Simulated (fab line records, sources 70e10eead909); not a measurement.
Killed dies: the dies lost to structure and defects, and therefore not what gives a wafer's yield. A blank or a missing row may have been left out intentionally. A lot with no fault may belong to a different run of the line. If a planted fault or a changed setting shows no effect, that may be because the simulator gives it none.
fab line records + flow nand_harc
[record]
- lots = 6
- wafers = 18
- last_day = 32
route steps=1302 shown A_STAIRCASE@735 END@1302
lots with no fault: from the same line, run without faults
start_h: hours from the record's first day to the start of the lot's first wafer shown + wait_h: time in hours since the lot's previous step + " same as the row above + L1.1+2: a row that stands for several wafers + - no value, or no start given + * or withheld: withheld + < > ~ a bound
route shown NAME@n: NAME is a module with steps in the file, n the number in the route of the first one + usual: mean and standard deviation over wafers with no fault + same: alike in all rows + chamber/n: place in a boat + sites: each site's reading + _std_site: how widely they spread, as a standard deviation + _edge_site: outer sites' mean less inner sites' + radius_mm: how far each site lies from the wafer's centre + mask NAME#n: copy n + behind: the last tool/chamber to shape the wafer + hold: what put the lot on hold/how long, in hours/how the hold closed + device: which transistor (n, p or np) failed to switch + end of line: the route-end tests of the same wafers + for a step that has no rows: nothing shown but its recipe + killed: the dies lost at the first sort to structure and to defects; this is not the yield of the wafer + map: per-die view of a wafer (x killed, . not killed, _ where there is no die)
set.NAME: the setting as run; set.NAME@STEP: as run at that earlier step + model.NAME: the simulator's own value behind a step, which no gauge read
lots at selected steps of the route; one table per step, one row per wafer
services: from which hour (start_h, from the record's first day; less than 0 if before it) a tool's chamber was out of use, for how many hours, and why
[[steps]]
[step NHARC_A_STAIRCASE_ETCH_221]
[recipe]
- target_depth_a = 1000
- time_s = 40.5
- ion_energy_ev = 400
- c4f8_flow_sccm = 20
- o2_flow_sccm = 10
- ar_flow_sccm = withheld
- rf_w = 600
- bias_w = 1000
- chemistry = C4F8/O2
[usual]
- oes_product_au = 0.939/0.015
- rf_vpp_V = 897/6.9
| lot.wafer | tool        | chamber | start_h | wait_h | oes_product_au | rf_hours_counter_h | rf_vpp_V |
|-----------|-------------|---------|---------|--------|----------------|--------------------|----------|
| L208.2    | rie_diel-03 | 0       | -       | -      | 0.944          | 42                 | 904      |
| L208.3    | "           | 1       | "       | "      | 0.946          | 38                 | 890      |
| L208.1    | "           | 2       | "       | "      | 0.959          | 37                 | 884      |
| L211.4    | rie_diel-03 | 2       | -       | -      | 0.938          | 42                 | 886      |
| L211.6    | "           | 0       | "       | "      | 0.932          | -                  | 903      |
| L211.5    | "           | 1       | "       | "      | 0.934          | -                  | 891      |
| L222.3    | rie_diel-03 | 3       | -       | -      | 0.930          | 20                 | 899      |
| L222.4    | "           | 0       | "       | "      | 0.938          | 19                 | 904      |
| L222.6    | "           | 3       | "       | "      | 0.927          | -                  | 899      |
| L223.3    | rie_diel-11 | 2       | -       | -      | 0.943          | 40                 | 889      |
| L223.4    | "           | 1       | "       | "      | 0.959          | 37                 | 891      |
| L223.6    | "           | 2       | "       | "      | 0.934          | -                  | 891      |
| L225.4    | rie_diel-03 | 3       | -       | -      | 0.957          | 29                 | 900      |
| L225.5    | "           | 3       | "       | "      | 0.949          | -                  | 899      |
| L225.6    | "           | 0       | "       | "      | 0.947          | -                  | 904      |
| L226.2    | rie_diel-03 | 2       | -       | -      | 0.968          | 39                 | 905      |
| L226.6    | "           | 2       | "       | "      | 0.967          | -                  | 903      |
| L226.5    | "           | 3       | "       | "      | 0.949          | -                  | 898      |
[step NHARC_A_STAIRCASE_TRIM_222]
[recipe]
- time_s = 211.2
- o2_flow_sccm = 500
- ar_flow_sccm = 0
- bias_w = 0
- chemistry = O2
[step NHARC_A_STAIRCASE_ETCH_223]
[recipe]
- target_depth_a = 1000
- time_s = 40.5
- ion_energy_ev = 400
- c4f8_flow_sccm = 20
- o2_flow_sccm = 10
- ar_flow_sccm = withheld
- rf_w = 600
- bias_w = 1000
- chemistry = C4F8/O2
[usual]
- oes_product_au = 0.941/0.013
- rf_vpp_V = 897/6.5
| lot.wafer | tool        | chamber | start_h | wait_h | oes_product_au | rf_hours_counter_h | rf_vpp_V |
|-----------|-------------|---------|---------|--------|----------------|--------------------|----------|
| L208.3    | rie_diel-03 | 0       | -       | -      | 0.939          | 42                 | 904      |
| L208.2    | "           | 1       | "       | "      | 0.949          | 38                 | 892      |
| L208.1    | "           | 2       | "       | "      | 0.958          | 37                 | 887      |
| L211.4    | rie_diel-03 | 0       | -       | -      | 0.929          | 48                 | 904      |
| L211.6    | "           | 1       | "       | "      | 0.932          | -                  | 891      |
| L211.5    | "           | 2       | "       | "      | 0.938          | -                  | 887      |
| L222.3    | rie_diel-03 | 3       | -       | -      | 0.936          | 21                 | 899      |
| L222.4    | "           | 2       | "       | "      | 0.978          | 25                 | 907      |
| L222.6    | "           | 0       | "       | "      | 0.936          | -                  | 904      |
| L223.4    | rie_diel-11 | 3       | -       | -      | 0.945          | 38                 | 898      |
| L223.3    | "           | 0       | "       | "      | 0.925          | 35                 | 887      |
| L223.6    | "           | 3       | "       | "      | 0.936          | -                  | 897      |
| L225.4    | rie_diel-03 | 0       | -       | -      | 0.963          | 28                 | 902      |
| L225.5    | "           | 0       | "       | "      | 0.954          | -                  | 902      |
| L225.6    | "           | 1       | "       | "      | 0.927          | -                  | 893      |
| L226.2    | rie_diel-03 | 1       | -       | -      | 0.929          | 36                 | 892      |
| L226.5    | "           | 3       | "       | "      | 0.948          | -                  | 900      |
| L226.6    | "           | 0       | "       | "      | 0.951          | -                  | 902      |
[step NHARC_A_STAIRCASE_TRIM_224]
[recipe]
- time_s = 211.2
- o2_flow_sccm = 500
- ar_flow_sccm = 0
- bias_w = 0
- chemistry = O2
[step NHARC_A_STAIRCASE_ETCH_225]
[recipe]
- target_depth_a = 1000
- time_s = 40.5
- ion_energy_ev = 400
- c4f8_flow_sccm = 20
- o2_flow_sccm = 10
- ar_flow_sccm = withheld
- rf_w = 600
- bias_w = 1000
- chemistry = C4F8/O2
[step NHARC_A_STAIRCASE_TRIM_226]
[recipe]
- time_s = 211.2
- o2_flow_sccm = 500
- ar_flow_sccm = 0
- bias_w = 0
- chemistry = O2
[usual]
- chamber_pressure_mTorr = 60.01/0.054
- drypump_motor_current_A = 5.7/0.4
- mfc_ar_sccm = 0.009/0.01
- oes_product_au = 1.001/0.013
- rf_vpp_V = 57.9/0.96
- showerhead_plenum_p_Torr = 3.56/0.18
- throttle_valve_pct = 17.036/0.009
[same]
- bias_w = 0
| lot.wafer | tool        | chamber | start_h | wait_h | chamber_pressure_mTorr | drypump_motor_current_A | mfc_ar_sccm | oes_product_au | rf_hours_counter_h | rf_vpp_V | showerhead_plenum_p_Torr | throttle_valve_pct |
|-----------|-------------|---------|---------|--------|------------------------|-------------------------|-------------|----------------|--------------------|----------|--------------------------|--------------------|
| L208.3    | rie_diel-03 | 2       | -       | -      | 59.99                  | 6.1                     | 0.004       | 1.001          | 37                 | 56.7     | 3.28                     | 17.031             |
| L208.2    | "           | 3       | "       | "      | 59.89                  | 6.3                     | 0.008       | 0.987          | 40                 | 55.4     | 3.63                     | 17.033             |
| L208.1    | "           | 0       | "       | "      | 59.96                  | 5.7                     | 0.023       | 0.989          | 42                 | 58.1     | 3.75                     | 17.034             |
| L211.4    | rie_diel-03 | 2       | -       | -      | 60.04                  | 6.1                     | 0.004       | 1.023          | 43                 | 56.7     | 3.28                     | 17.052             |
| L211.5    | "           | 2       | "       | "      | 60.06                  | 6.1                     | 0.004       | 0.999          | -                  | 57.0     | 3.28                     | 17.038             |
| L211.6    | "           | 3       | "       | "      | 60.07                  | 6.3                     | 0.008       | 0.990          | -                  | 58.2     | 3.62                     | 17.036             |
| L222.3    | rie_diel-03 | 2       | -       | -      | 59.92                  | 6.1                     | 0.004       | 1.013          | 26                 | 59.5     | 3.79                     | 17.035             |
| L222.4    | "           | 1       | "       | "      | 60.03                  | 5.3                     | 0           | 0.993          | 25                 | 58.0     | 3.41                     | 17.055             |
| L222.6    | "           | 3       | "       | "      | 59.94                  | 6.3                     | 0.008       | 0.998          | -                  | 57.2     | 3.61                     | 17.057             |
| L223.4    | rie_diel-11 | 2       | -       | -      | 59.98                  | 5.7                     | 0.009       | 0.992          | 41                 | 57.0     | 3.37                     | 17.039             |
| L223.3    | "           | 0       | "       | "      | 60.03                  | 5.5                     | 0           | 0.985          | 35                 | 57.8     | 3.29                     | 17.053             |
| L223.6    | "           | 2       | "       | "      | 60.02                  | 5.6                     | 0.009       | 0.984          | -                  | 57.4     | 3.37                     | 17.051             |
| L225.4    | rie_diel-03 | 2       | -       | -      | 60.04                  | 6.1                     | 0.004       | 1.011          | 36                 | 58.7     | 3.79                     | 17.028             |
| L225.5    | "           | 1       | "       | "      | 60.04                  | 5.3                     | 0           | 0.975          | -                  | 57.2     | 3.40                     | 17.054             |
| L225.6    | "           | 2       | "       | "      | 60.14                  | 6.1                     | 0.004       | 1.016          | -                  | 59.5     | 3.79                     | 17.026             |
| L226.2    | rie_diel-03 | 1       | -       | -      | 59.98                  | 5.2                     | 0           | 1.002          | 37                 | 57.0     | 3.40                     | 17.038             |
| L226.5    | "           | 3       | "       | "      | 60.06                  | 6.3                     | 0.008       | 0.994          | -                  | 57.7     | 3.60                     | 17.037             |
| L226.6    | "           | 0       | "       | "      | 60.14                  | 5.7                     | 0.023       | 1.012          | -                  | 58.8     | 3.72                     | 17.041             |
[step NHARC_A_STAIRCASE_ETCH_227]
[recipe]
- target_depth_a = 1000
- time_s = 40.5
- ion_energy_ev = 400
- c4f8_flow_sccm = 20
- o2_flow_sccm = 10
- ar_flow_sccm = withheld
- rf_w = 600
- bias_w = 1000
- chemistry = C4F8/O2
[step NHARC_A_STAIRCASE_TRIM_229]
[recipe]
- time_s = 211.2
- o2_flow_sccm = 500
- ar_flow_sccm = 0
- bias_w = 0
- chemistry = O2
[usual]
- chamber_pressure_mTorr = 60.01/0.062
- drypump_motor_current_A = 5.7/0.38
- mfc_ar_sccm = 0.010/0.012
- oes_product_au = 1.000/0.013
- rf_vpp_V = 57.7/0.93
- showerhead_plenum_p_Torr = 3.52/0.18
- throttle_valve_pct = 17.035/0.009
[same]
- bias_w = 0
| lot.wafer | tool        | chamber | start_h | wait_h | chamber_pressure_mTorr | drypump_motor_current_A | mfc_ar_sccm | oes_product_au | rf_hours_counter_h | rf_vpp_V | showerhead_plenum_p_Torr | throttle_valve_pct |
|-----------|-------------|---------|---------|--------|------------------------|-------------------------|-------------|----------------|--------------------|----------|--------------------------|--------------------|
| L208.3    | rie_diel-03 | 3       | 406.98  | 0.1    | 59.94                  | 6.3                     | 0.008       | 0.985          | 40                 | 58.0     | 3.63                     | 17.042             |
| L208.2    | "           | 0       | "       | "      | 60.01                  | 5.7                     | 0.023       | 1.000          | 42                 | 57.7     | 3.75                     | 17.040             |
| L208.1    | "           | 1       | "       | "      | 59.95                  | 5.3                     | 0           | 0.993          | 39                 | 57.0     | 3.43                     | 17.025             |
| L211.4    | rie_diel-04 | 0       | 433.66  | 0.1    | 59.96                  | 5.5                     | 0           | 0.999          | 11                 | 59.2     | 3.80                     | 17.022             |
| L211.5    | "           | 0       | "       | "      | 60.04                  | 5.5                     | 0           | 1.000          | -                  | 58.5     | 3.80                     | 17.031             |
| L211.6    | "           | 1       | "       | "      | 59.98                  | 6.0                     | 0.023       | 0.979          | -                  | 57.5     | 3.76                     | 17.030             |
| L222.4    | rie_diel-03 | 1       | 536.85  | 0.1    | 59.95                  | 5.3                     | 0           | 1.004          | 25                 | 56.5     | 3.41                     | 17.046             |
| L222.3    | "           | 3       | "       | "      | 60.02                  | 6.3                     | 0.008       | 0.994          | 21                 | 58.6     | 3.61                     | 17.046             |
| L222.6    | "           | 1       | "       | "      | 60.00                  | 5.3                     | 0           | 0.994          | -                  | 58.2     | 3.41                     | 17.034             |
| L223.3    | rie_diel-11 | 1       | 551.56  | 0.1    | 59.98                  | 6.2                     | 0.036       | 1.007          | 37                 | 57.8     | 3.40                     | 17.050             |
| L223.4    | "           | 2       | "       | "      | 60.00                  | 5.7                     | 0.009       | 0.983          | 41                 | 56.8     | 3.37                     | 17.033             |
| L223.6    | "           | 3       | "       | "      | 60.01                  | 5.2                     | 0.009       | 0.992          | -                  | 57.1     | 3.58                     | 17.041             |
| L225.4    | rie_diel-03 | 3       | 571.04  | 0.1    | 59.97                  | 6.3                     | 0.008       | 0.997          | 29                 | 57.8     | 3.60                     | 17.050             |
| L225.5    | "           | 3       | "       | "      | 60.12                  | 6.3                     | 0.008       | 1.001          | -                  | 58.8     | 3.60                     | 17.031             |
| L225.6    | "           | 0       | "       | "      | 60.05                  | 5.7                     | 0.023       | 1.013          | -                  | 57.4     | 3.73                     | 17.025             |
| L226.2    | rie_diel-11 | 2       | 580.30  | 0.1    | 59.96                  | 5.7                     | 0.009       | 0.977          | 51                 | 56.9     | 3.36                     | 17.038             |
| L226.5    | "           | 0       | "       | "      | 60.12                  | 5.5                     | 0           | 0.994          | -                  | 57.6     | 3.29                     | 17.019             |
| L226.6    | "           | 1       | "       | "      | 60.02                  | 6.2                     | 0.036       | 1.013          | -                  | 57.7     | 3.40                     | 17.031             |
[step NHARC_A_STAIRCASE_ETCH_230]
[recipe]
- target_depth_a = 1000
- time_s = 40.5
- ion_energy_ev = 400
- c4f8_flow_sccm = 20
- o2_flow_sccm = 10
- ar_flow_sccm = withheld
- rf_w = 600
- bias_w = 1000
- chemistry = C4F8/O2
[step NHARC_A_STAIRCASE_TRIM_231]
[recipe]
- time_s = 211.2
- o2_flow_sccm = 500
- ar_flow_sccm = 0
- bias_w = 0
- chemistry = O2
[step NHARC_A_STAIRCASE_ETCH_232]
[recipe]
- target_depth_a = 1000
- time_s = 40.5
- ion_energy_ev = 400
- c4f8_flow_sccm = 20
- o2_flow_sccm = 10
- ar_flow_sccm = withheld
- rf_w = 600
- bias_w = 1000
- chemistry = C4F8/O2
[usual]
- oes_product_au = 0.945/0.014
- rf_vpp_V = 896/6.7
| lot.wafer | tool        | chamber | start_h | wait_h | oes_product_au | rf_hours_counter_h | rf_vpp_V |
|-----------|-------------|---------|---------|--------|----------------|--------------------|----------|
| L208.3    | rie_diel-03 | 0       | -       | -      | 0.958          | 42                 | 904      |
| L208.2    | "           | 2       | "       | "      | 0.946          | 37                 | 887      |
| L208.1    | "           | 3       | "       | "      | 0.933          | 40                 | 899      |
| L211.4    | rie_diel-04 | 3       | -       | -      | 0.968          | 23                 | 886      |
| L211.6    | "           | 0       | "       | "      | 0.948          | -                  | 907      |
| L211.5    | "           | 1       | "       | "      | 0.945          | -                  | 905      |
| L222.3    | rie_diel-03 | 1       | -       | -      | 0.942          | 26                 | 892      |
| L222.4    | "           | 0       | "       | "      | 0.939          | 20                 | 902      |
| L222.6    | "           | 2       | "       | "      | 0.962          | -                  | 907      |
| L223.4    | rie_diel-11 | 3       | -       | -      | 0.944          | 39                 | 898      |
| L223.3    | "           | 0       | "       | "      | 0.935          | 35                 | 888      |
| L223.6    | "           | 2       | "       | "      | 0.917          | -                  | 890      |
| L225.4    | rie_diel-03 | 0       | -       | -      | 0.940          | 28                 | 904      |
| L225.6    | "           | 3       | "       | "      | 0.946          | -                  | 900      |
| L225.5    | "           | 0       | "       | "      | 0.943          | -                  | 904      |
| L226.2    | rie_diel-11 | 2       | -       | -      | 0.942          | 51                 | 890      |
| L226.6    | "           | 0       | "       | "      | 0.932          | -                  | 887      |
| L226.5    | "           | 1       | "       | "      | 0.956          | -                  | 893      |
[step NHARC_A_STAIRCASE_TRIM_233]
[recipe]
- time_s = 211.2
- o2_flow_sccm = 500
- ar_flow_sccm = 0
- bias_w = 0
- chemistry = O2
[usual]
- bias_w = 0/0
- chamber_pressure_mTorr = 59.99/0.054
- drypump_motor_current_A = 5.7/0.39
- mfc_ar_sccm = 0.009/0.011
- oes_product_au = 1.000/0.013
- rf_vpp_V = 57.8/0.86
- showerhead_plenum_p_Torr = 3.52/0.18
- throttle_valve_pct = 17.036/0.0091
| lot.wafer | tool        | chamber | start_h | wait_h | bias_w | chamber_pressure_mTorr | drypump_motor_current_A | mfc_ar_sccm | oes_product_au | rf_hours_counter_h | rf_vpp_V | showerhead_plenum_p_Torr | throttle_valve_pct |
|-----------|-------------|---------|---------|--------|--------|------------------------|-------------------------|-------------|----------------|--------------------|----------|--------------------------|--------------------|
| L208.2    | rie_diel-03 | 2       | 407.49  | -      | 0      | 60.00                  | 6.1                     | 0.004       | 1.003          | 37                 | 58.2     | 3.28                     | 17.025             |
| L208.3    | "           | 3       | "       | "      | 0      | 60.00                  | 6.3                     | 0.008       | 1.000          | 40                 | 57.1     | 3.63                     | 17.035             |
| L208.1    | "           | 1       | "       | "      | 0      | 60.04                  | 5.2                     | 0           | 0.987          | 39                 | 57.8     | 3.43                     | 17.036             |
| L211.4    | rie_diel-04 | 1       | 434.19  | -      | 0      | 59.98                  | 6.1                     | 0.023       | 0.986          | 20                 | 58.8     | 3.76                     | 17.033             |
| L211.5    | "           | 3       | "       | "      | 0      | 60.01                  | 5.2                     | 0           | 1.001          | -                  | 57.7     | 3.31                     | 17.050             |
| L211.6    | "           | 0       | "       | "      | 0      | 60.06                  | 5.5                     | 0           | 0.999          | -                  | 57.8     | 3.80                     | 17.022             |
| L222.3    | rie_diel-03 | 1       | 537.35  | -      | -      | -                      | -                       | -           | -              | -                  | -        | -                        | -                  |
| L222.4    | "           | 2       | "       | "      | -      | -                      | -                       | -           | -              | -                  | -        | -                        | -                  |
| L222.6    | "           | 1       | "       | "      | -      | -                      | -                       | -           | -              | -                  | -        | -                        | -                  |
| L223.3    | rie_diel-11 | 2       | 552.03  | -      | -      | -                      | -                       | -           | -              | -                  | -        | -                        | -                  |
| L223.4    | "           | 0       | "       | "      | -      | -                      | -                       | -           | -              | -                  | -        | -                        | -                  |
| L223.6    | "           | 1       | "       | "      | -      | -                      | -                       | -           | -              | -                  | -        | -                        | -                  |
| L225.4    | rie_diel-03 | 0       | 571.57  | -      | 0      | 59.90                  | 5.6                     | 0.023       | 1.000          | 28                 | 57.9     | 3.73                     | 17.024             |
| L225.5    | "           | 2       | "       | "      | 0      | 60.02                  | 6.1                     | 0.004       | 1.019          | -                  | 57.7     | 3.79                     | 17.048             |
| L225.6    | "           | 3       | "       | "      | 0      | 60.00                  | 6.3                     | 0.008       | 0.996          | -                  | 57.1     | 3.60                     | 17.037             |
| L226.2    | rie_diel-11 | 1       | 580.82  | -      | 0      | 59.98                  | 6.2                     | 0.036       | 1.010          | 48                 | 58.4     | 3.40                     | 17.039             |
| L226.6    | "           | 0       | "       | "      | 0      | 60.05                  | 5.5                     | 0           | 0.965          | -                  | 58.8     | 3.29                     | 17.035             |
| L226.5    | "           | 1       | "       | "      | 0      | 59.94                  | 6.2                     | 0.036       | 1.019          | -                  | 57.2     | 3.40                     | 17.036             |
[step NHARC_A_STAIRCASE_ETCH_234]
[recipe]
- target_depth_a = 1000
- time_s = 40.5
- ion_energy_ev = 400
- c4f8_flow_sccm = 20
- o2_flow_sccm = 10
- ar_flow_sccm = withheld
- rf_w = 600
- bias_w = 1000
- chemistry = C4F8/O2
[step NHARC_END_SORT_01]
[recipe]
- temp_c = 25
[usual]
- killed_at_array = 55/19
- killed_at_other = 0.9/1.4
- killed_at_periphery = 3.8/2.9
- killed_dies = 60/19
- killed_open = 3.3/1.8
- killed_short = 2.6/1.6
[same]
- gross_dies = 677
| lot.wafer | tool      | chamber | start_h | wait_h | killed_at_array | killed_at_other | killed_at_periphery | killed_dies | killed_open | killed_short |
|-----------|-----------|---------|---------|--------|-----------------|-----------------|---------------------|-------------|-------------|--------------|
| L222.3    | prober-01 | 0       | 736.61  | 3.1    | 673             | 1               | 3                   | 677         | 3           | 0            |
| L222.4    | prober-01 | 0       | 737.41  | 3.4    | 674             | 2               | 1                   | 677         | 2           | 1            |
| L222.6    | prober-01 | 0       | 739.00  | 4.0    | 674             | 1               | 2                   | 677         | 5           | 1            |
| L223.3    | prober-01 | 0       | 748.74  | 3.1    | 675             | 1               | 1                   | 677         | 0           | 1            |
| L223.4    | prober-01 | 0       | 749.55  | 3.4    | 674             | 0               | 3                   | 677         | 3           | 1            |
| L223.6    | prober-01 | 0       | 751.16  | 4.0    | 677             | 0               | 0                   | 677         | 2           | 0            |
// killed by level:class
L222.3 A_STAIRCASE:area_trim=623 A_CHANNEL_HOLE_D1:chamber_film_flake=22 A_SLIT:chamber_film_flake=18 A_CONTACT:chamber_film_flake=3 P_M0:geometric_particle:open=2 A_CHANNEL_FILL_D1:chamber_film_flake=2 A_DECK1_JOINT:chamber_film_flake=2 A_STAIRCASE:chamber_film_flake=2
L222.4 A_STAIRCASE:area_trim=603 A_CHANNEL_HOLE_D1:chamber_film_flake=31 A_SLIT:chamber_film_flake=28 A_CONTACT:chamber_film_flake=5 A_STAIRCASE:chamber_film_flake=4 THIN_TSV:chamber_film_flake=2 P_GATE:geometric_particle:open=1 A_DECK1_JOINT:geometric_particle:short=1
L222.6 A_STAIRCASE:area_trim=604 A_CHANNEL_HOLE_D1:chamber_film_flake=34 A_SLIT:chamber_film_flake=21 A_STAIRCASE:chamber_film_flake=4 A_CONTACT:chamber_film_flake=4 P_CONTACT:geometric_particle:open=1 P_M2:geometric_particle:open=1 A_SOURCE_PLATE:geometric_particle:short=1
L223.3 A_STAIRCASE:area_trim=630 A_CHANNEL_HOLE_D2:chamber_film_flake=20 A_CHANNEL_HOLE_D1:chamber_film_flake=10 A_STAIRCASE:chamber_film_flake=5 A_SLIT:chamber_film_flake=4 A_CONTACT:chamber_film_flake=4 A_WL_FILL:chamber_film_flake=2 P_CONTACT:geometric_particle:short=1
L223.4 A_STAIRCASE:area_trim=613 A_CHANNEL_HOLE_D2:chamber_film_flake=28 A_CHANNEL_HOLE_D1:chamber_film_flake=10 A_CONTACT:chamber_film_flake=7 A_STAIRCASE:chamber_film_flake=6 A_SLIT:chamber_film_flake=5 A_CHANNEL_FILL_D2:geometric_particle:open=2 P_M0:geometric_particle:open=1
L223.6 A_STAIRCASE:area_trim=629 A_CHANNEL_HOLE_D2:chamber_film_flake=18 A_CHANNEL_HOLE_D1:chamber_film_flake=9 A_CONTACT:chamber_film_flake=7 A_SLIT:chamber_film_flake=6 A_STAIRCASE:chamber_film_flake=4 A_CHANNEL_FILL_D1:geometric_particle:open=1 A_BLC:geometric_particle:open=1
// map L222.3 (x killed, . not)
____________x____________
_________xxxxxxx_________
_______xxxxxxxxxxx_______
______xxxxxxxxxxxxx______
_____xxxxxxxxxxxxxxx_____
____xxxxxxxxxxxxxxxxx____
____xxxxxxxxxxxxxxxxx____
___xxxxxxxxxxxxxxxxxxx___
___xxxxxxxxxxxxxxxxxxx___
__xxxxxxxxxxxxxxxxxxxxx__
__xxxxxxxxxxxxxxxxxxxxx__
_xxxxxxxxxxxxxxxxxxxxxxx_
_xxxxxxxxxxxxxxxxxxxxxxx_
_xxxxxxxxxxxxxxxxxxxxxxx_
_xxxxxxxxxxxxxxxxxxxxxxx_
_xxxxxxxxxxxxxxxxxxxxxxx_
xxxxxxxxxxxxxxxxxxxxxxxxx
xxxxxxxxxxxxxxxxxxxxxxxxx
xxxxxxxxxxxxxxxxxxxxxxxxx
xxxxxxxxxxxxxxxxxxxxxxxxx
xxxxxxxxxxxxxxxxxxxxxxxxx
_xxxxxxxxxxxxxxxxxxxxxxx_
_xxxxxxxxxxxxxxxxxxxxxxx_
_xxxxxxxxxxxxxxxxxxxxxxx_
_xxxxxxxxxxxxxxxxxxxxxxx_
_xxxxxxxxxxxxxxxxxxxxxxx_
__xxxxxxxxxxxxxxxxxxxxx__
__xxxxxxxxxxxxxxxxxxxxx__
___xxxxxxxxxxxxxxxxxxx___
___xxxxxxxxxxxxxxxxxxx___
____xxxxxxxxxxxxxxxxx____
____xxxxxxxxxxxxxxxxx____
_____xxxxxxxxxxxxxxx_____
______xxxxxxxxxxxxx______
_______xxxxxxxxxxx_______
_________xxxxxxx_________
____________x____________
// map L223.3 (x killed, . not)
____________x____________
_________xxxxxxx_________
_______xxxxxxxxxxx_______
______xxxxxxxxxxxxx______
_____xxxxxxxxxxxxxxx_____
____xxxxxxxxxxxxxxxxx____
____xxxxxxxxxxxxxxxxx____
___xxxxxxxxxxxxxxxxxxx___
___xxxxxxxxxxxxxxxxxxx___
__xxxxxxxxxxxxxxxxxxxxx__
__xxxxxxxxxxxxxxxxxxxxx__
_xxxxxxxxxxxxxxxxxxxxxxx_
_xxxxxxxxxxxxxxxxxxxxxxx_
_xxxxxxxxxxxxxxxxxxxxxxx_
_xxxxxxxxxxxxxxxxxxxxxxx_
_xxxxxxxxxxxxxxxxxxxxxxx_
xxxxxxxxxxxxxxxxxxxxxxxxx
xxxxxxxxxxxxxxxxxxxxxxxxx
xxxxxxxxxxxxxxxxxxxxxxxxx
xxxxxxxxxxxxxxxxxxxxxxxxx
xxxxxxxxxxxxxxxxxxxxxxxxx
_xxxxxxxxxxxxxxxxxxxxxxx_
_xxxxxxxxxxxxxxxxxxxxxxx_
_xxxxxxxxxxxxxxxxxxxxxxx_
_xxxxxxxxxxxxxxxxxxxxxxx_
_xxxxxxxxxxxxxxxxxxxxxxx_
__xxxxxxxxxxxxxxxxxxxxx__
__xxxxxxxxxxxxxxxxxxxxx__
___xxxxxxxxxxxxxxxxxxx___
___xxxxxxxxxxxxxxxxxxx___
____xxxxxxxxxxxxxxxxx____
____xxxxxxxxxxxxxxxxx____
_____xxxxxxxxxxxxxxx_____
______xxxxxxxxxxxxx______
_______xxxxxxxxxxx_______
_________xxxxxxx_________
____________x____________
[[services]]
| tool        | chamber | start_h | hours | kind       |
|-------------|---------|---------|-------|------------|
| rie_diel-03 | 0       | 388.99  | -     | clean      |
| rie_diel-03 | 1       | 388.99  | -     | clean      |
| rie_diel-03 | 2       | 388.99  | -     | clean      |
| rie_diel-03 | 3       | 388.99  | -     | clean      |
| rie_diel-04 | 0       | 393.17  | 26.6  | repair     |
| rie_diel-03 | 0       | 413.49  | -     | clean      |
| rie_diel-03 | 1       | 413.49  | -     | clean      |
| rie_diel-03 | 2       | 413.49  | -     | clean      |
| rie_diel-03 | 3       | 413.49  | -     | clean      |
| rie_diel-11 | -       | 434.79  | 9.0   | pm         |
| rie_diel-03 | 0       | 437.99  | -     | clean      |
| rie_diel-03 | 1       | 437.99  | -     | clean      |
| rie_diel-03 | 2       | 437.99  | -     | clean      |
| rie_diel-03 | 3       | 437.99  | -     | clean      |
| rie_diel-03 | -       | 458.59  | 9.0   | pm         |
| rie_diel-03 | 0       | 458.59  | 9.0   | vent_cycle |
| rie_diel-03 | 1       | 458.59  | 9.0   | vent_cycle |
| rie_diel-03 | 2       | 458.59  | 9.0   | vent_cycle |
| rie_diel-03 | 3       | 458.59  | 9.0   | vent_cycle |
| rie_diel-03 | 0       | 467.59  | -     | clean      |
| rie_diel-03 | 1       | 467.59  | -     | clean      |
| rie_diel-03 | 2       | 517.55  | 7.5   | repair     |
| rie_diel-04 | -       | 535.82  | 9.0   | pm         |
| rie_diel-03 | 3       | 546.16  | 10.6  | repair     |
[[key]]
[first_sign]
- step = NHARC_A_STAIRCASE_TRIM_233
- reading = tool_record
- direction = missing
[effect]
- step = NHARC_END_SORT_01
- reading = killed_dies
- direction = up
- sigmas = 33
- usual = 60
- struck = 677
[more_kills_born_at]
- NHARC_A_STAIRCASE_TRIM_233@rie_diel-11 = 1871
- NHARC_A_STAIRCASE_TRIM_233@rie_diel-03 = 1830
met_at NHARC_A_STAIRCASE_TRIM_233
struck_wafers L222.3,L222.4,L222.6,L223.3,L223.4,L223.6
later_rows_left_out L222.3,L222.4,L222.6,L223.3,L223.4,L223.6
tester_left_out L222,L223
onset_between 407.49 537.35
[fault]
- kind = skipped_step_whole
- tool = rie_diel-03,rie_diel-11
- chamber = -
- onset_h = 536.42
- steps = NHARC_A_STAIRCASE_TRIM_233
- scope = struck_lots_only
// tester_left_out: of these lots the tester's yield and bins aren't shown, on N5 and GAA mostly nor the transistor test; their killed dies are dies lost to structure and defects alone, not to doping, threshold or leakage, so they don't give the yield
// later_rows_left_out: the simulator's readings of these wafers behind a module that went badly wrong aren't trusted and aren't shown, but for the sort
